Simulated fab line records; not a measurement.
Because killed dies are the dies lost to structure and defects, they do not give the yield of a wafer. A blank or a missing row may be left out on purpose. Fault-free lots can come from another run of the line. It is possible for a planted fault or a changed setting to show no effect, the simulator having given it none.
One fault seen from 2 desks -- flow n5Finfet -- numbers are kept per desk, each desk with only its own; the story behind them comes last

DESK OF THE TOOL OWNER: lithoTrack-04
The tool's own readings at N5_BEOL_M8_COAT_71 (time 60 s, resist thk 5 nm): means of the sampled wafers that have a number, for each lot that ran on this tool. Marked OUT: a lot whose mean sits more than 4 standard deviations from the usual mean, which makes it out of limits; the brackets give that distance.
Columns: A = heaterPowerTotalW at N5_BEOL_M8_COAT_71, usual 391.6 W; B = spinSpeedRpm at N5_BEOL_M8_COAT_71, usual 1500.0 rpm
lot,first seen here,A,B
L510,day 13 23:55,390.5,1499.9
L513,day 15 19:05,391.9,1499.2
L519,day 17 07:20,392.1,1500.5
L524,day 17 18:32,391.8,1410.6 (-89) OUT
L523,day 18 16:20,391.8,1411.5 (-88) OUT
This desk finds L523, L524 out of limits, L524 being first, at day 17 18:32 (spinSpeedRpm at N5_BEOL_M8_COAT_71). Within limits: L510, L513, L519.

METROLOGY DESK
What the gauges read for every lot (on any tool): the sampled wafers with a number, averaged. Marked OUT: a lot whose mean sits more than 4 standard deviations from the usual mean, which makes it out of limits; the brackets give that distance.
Columns: A = cdNm at N5_BEOL_M8_CD_MEAS_28, usual 40.01 nm
lot,first seen here,A
L505,day 13 15:19,40.16
L506,day 13 18:58,39.86
L510,day 14 00:19,40.09
L512,day 14 09:23,39.93
L509,day 14 12:56,40.28
L511,day 15 09:51,40.09
L513,day 15 19:22,40.19
L519,day 17 07:44,40.03
L524,day 17 18:56,39.98
L526,day 17 19:20,39.94
L523,day 18 16:37,40.05
L527,day 19 02:59,40.13
This desk's verdict: no lot among the 12 shows anything out of limits.

TAKEN TOGETHER
An alarm could have come from the tool owner's desk at day 17 18:32, on L523, L524.
From the metrology desk's view, nothing was out of limits.
The metrology desk holds a record of L523, L524, inside its limits.
N5_BEOL_M8_COAT_71 was run on lithoTrack-04 by each of the lots named.

WHAT THE SIMULATOR HAD PUT IN
Process parameters drifting: lithoTrack-04 at N5_BEOL_M8_COAT_71, beginning at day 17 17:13. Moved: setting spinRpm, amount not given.
Struck lots among those shown: L523, L524.
Each desk's first reading out of limits, in hours after the fault started: the tool owner's desk, 1.
